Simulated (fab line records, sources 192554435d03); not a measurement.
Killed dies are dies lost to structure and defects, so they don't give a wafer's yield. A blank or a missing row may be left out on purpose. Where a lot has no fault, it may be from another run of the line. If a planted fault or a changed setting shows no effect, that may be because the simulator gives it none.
Matching of chambers || flow n5 finfet || N5_BEOL_M0_SAQP_PECVD_04 on pecvd-04 has 3 sister chambers
The step deposits a-Si from SiH4/He, target thk 60 nm, time 60.2 s. 6 wafers are shown with their chamber, then 10 later ones without.

## WAFERS WITH THEIR CHAMBER
{"wafer": "L078.6", "chamber": 2, "throttle valve pct (%)": 17.6, "showerhead plenum p Torr (Torr)": 5.67}
{"wafer": "L083.3", "chamber": 0, "throttle valve pct (%)": 16.9, "showerhead plenum p Torr (Torr)": 5.65}
{"wafer": "L083.4", "chamber": 1, "throttle valve pct (%)": 19.2, "showerhead plenum p Torr (Torr)": 5.71}
{"wafer": "L083.5", "chamber": 2, "throttle valve pct (%)": 17.4, "showerhead plenum p Torr (Torr)": 5.67}
{"wafer": "L084.1", "chamber": 0, "throttle valve pct (%)": 17.0, "showerhead plenum p Torr (Torr)": 5.66}
{"wafer": "L084.2", "chamber": 1, "throttle valve pct (%)": 18.8, "showerhead plenum p Torr (Torr)": 5.72}

## WAFERS WHOSE CHAMBER IS MISSING
{"wafer": "L084.4", "throttle valve pct (%)": 17.0, "showerhead plenum p Torr (Torr)": 5.65}
{"wafer": "L088.2", "throttle valve pct (%)": 19.1, "showerhead plenum p Torr (Torr)": 5.70}
{"wafer": "L088.5", "throttle valve pct (%)": 17.1, "showerhead plenum p Torr (Torr)": 5.65}
{"wafer": "L088.6", "throttle valve pct (%)": 19.1, "showerhead plenum p Torr (Torr)": 5.72}
{"wafer": "L095.1", "throttle valve pct (%)": 16.7, "showerhead plenum p Torr (Torr)": 5.67}
{"wafer": "L095.2", "throttle valve pct (%)": 19.0, "showerhead plenum p Torr (Torr)": 5.72}
{"wafer": "L095.4", "throttle valve pct (%)": 17.0, "showerhead plenum p Torr (Torr)": 5.65}
{"wafer": "L097.1", "throttle valve pct (%)": 19.2, "showerhead plenum p Torr (Torr)": 5.71}
{"wafer": "L097.3", "throttle valve pct (%)": 16.6, "showerhead plenum p Torr (Torr)": 5.67}
{"wafer": "L097.5", "throttle valve pct (%)": 19.2, "showerhead plenum p Torr (Torr)": 5.71}

## WHICH CHAMBER EACH ONE RAN IN
{"wafer": "L084.4", "from the rows above": 0, "in truth": 0}
{"wafer": "L088.2", "from the rows above": 1, "in truth": 1}
{"wafer": "L088.5", "from the rows above": 0, "in truth": 0}
{"wafer": "L088.6", "from the rows above": 1, "in truth": 1}
{"wafer": "L095.1", "from the rows above": "can't be placed: 0 or 2", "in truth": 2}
{"wafer": "L095.2", "from the rows above": 1, "in truth": 1}
{"wafer": "L095.4", "from the rows above": 0, "in truth": 0}
{"wafer": "L097.1", "from the rows above": 1, "in truth": 1}
{"wafer": "L097.3", "from the rows above": "can't be placed: 0 or 2", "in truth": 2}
{"wafer": "L097.5", "from the rows above": 1, "in truth": 1}
Correctly placed: 8 of 10. Cannot be placed on the basis of these rows: 2; the candidates contain the true chamber in 2. Number placed wrongly: 0.
How it was worked out, from the rows above alone: a wafer's distance from a chamber is the root of the sum, over the readings, of the square of ((its reading less the chamber's mean) divided by the reading's scatter). The wafer belongs to the nearest chamber; if the next one is less than 2 further off, it can't be placed. For every chamber, the mean is computed from those of its wafers that are shown. The scatter: take each reading less its chamber's mean, square it, sum over the shown wafers, divide by the number of wafers less the number of chambers, and take the root.
